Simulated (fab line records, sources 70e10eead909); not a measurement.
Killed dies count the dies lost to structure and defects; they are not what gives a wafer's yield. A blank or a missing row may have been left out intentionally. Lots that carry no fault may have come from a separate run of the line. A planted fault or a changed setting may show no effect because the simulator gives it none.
A struck lot beside a sound one ; flow nandHarc ; 15 steps out of a route of 1159
Sound: the wafers L111.3, L111.4, L111.5. Struck: wafers L121.1, L121.2, L121.6. At the end, the cause is stated.
Each step with rows lists, per side, the tool, then ch with its chambers, then its first start. Under that, the readings that differ: sound wafers ; struck wafers ; difference of the means ; sigmas: that difference in standard deviations of wafers without a fault.
alike: readings with means less than 2 such deviations apart, plus words and numbers identical on both sides. not compared: withheld readings, readings lacking a value on some wafer, bounds such as >300 that could conceal the same value, and numbers that have no deviation in the record and whose values overlap.
The two part at a step that has a row with sigmas, a row that says differs or no value, or rows on one side only. Non-overlapping numbers with no deviation appear without sigmas and do not part them. Lack of a reading on every wafer of one side parts them only where that side has two or more wafers.

first, 1 step without rows for these wafers: NHARC_A_ONON_D1_DEP_09 (target thk 1000 nm).
NHARC_A_ONON_D1_THK_MEAS_11: measures by ellipsometry.
  struck on filmMetro-02, day 11 09:34; sound on filmMetro-02, day 8 17:21
  alike: thkNm
then, no rows for these wafers at 1 step: NHARC_A_ONON_D1_DEP_12 (target thk 1000 nm).
NHARC_A_ONON_D1_THK_MEAS_14: measures by ellipsometry.
  struck on filmMetro-02, day 11 10:08; sound on filmMetro-01, day 8 17:55
  alike: thkNm
then, 2 steps without rows for these wafers: NHARC_A_ONON_D1_ANNEAL_15 (time 3600 s); NHARC_A_ONON_D1_DEP_16 (target thk 1000 nm).
NHARC_A_ONON_D1_THK_MEAS_18: measures by ellipsometry.
  struck on filmMetro-01, day 11 17:50; sound on filmMetro-01, day 9 01:05
  alike: thkNm
then, no rows for these wafers at 1 step: NHARC_A_ONON_D1_DEP_19 (target thk 1000 nm).
NHARC_A_ONON_D1_THK_MEAS_21: measures by ellipsometry.
  struck on filmMetro-01, day 11 18:24; sound on filmMetro-01, day 9 01:38
  alike: thkNm
then, no rows for these wafers at 1 step: NHARC_A_ONON_D1_DEP_22 (target thk 1000 nm).
NHARC_A_ONON_D1_THK_MEAS_24: measures by ellipsometry.
  struck on filmMetro-01, day 11 18:58; sound on filmMetro-02, day 9 02:14
  alike: thkNm
NHARC_A_ONON_D1_DEP_25: target thk 1000 nm.
  sound on pecvdOnon-04 ch 0, day 9 02:24; struck on pecvdOnon-03 ch 0, day 11 19:02
NHARC_A_ONON_D1_THK_MEAS_27: measures by ellipsometry.
  struck on filmMetro-02, day 11 19:32; sound on filmMetro-02, day 9 02:48
reading;sound;struck;difference;sigmas
thkNm (nm);996 994 995;1609 1612 1613;+616;+62
then, no rows for these wafers at 1 step: NHARC_A_ONON_D1_DEP_28 (target thk 1000 nm).
-- the record jumps here: 12 days lie between the struck wafers' starts before and after (it left off in module A_ONON_D1 and takes up again in module END, whose first step shown is number 1159 of the route) --
NHARC_END_SORT_01:
  at this point the record logs the struck wafers (prober-01 ch 0, day 23 13:38) and has no rows for the sound ones

## WHERE THEY PART
Earliest at NHARC_A_ONON_D1_THK_MEAS_27; latest, in this record, at NHARC_END_SORT_01.

WHY: what the simulator had put in
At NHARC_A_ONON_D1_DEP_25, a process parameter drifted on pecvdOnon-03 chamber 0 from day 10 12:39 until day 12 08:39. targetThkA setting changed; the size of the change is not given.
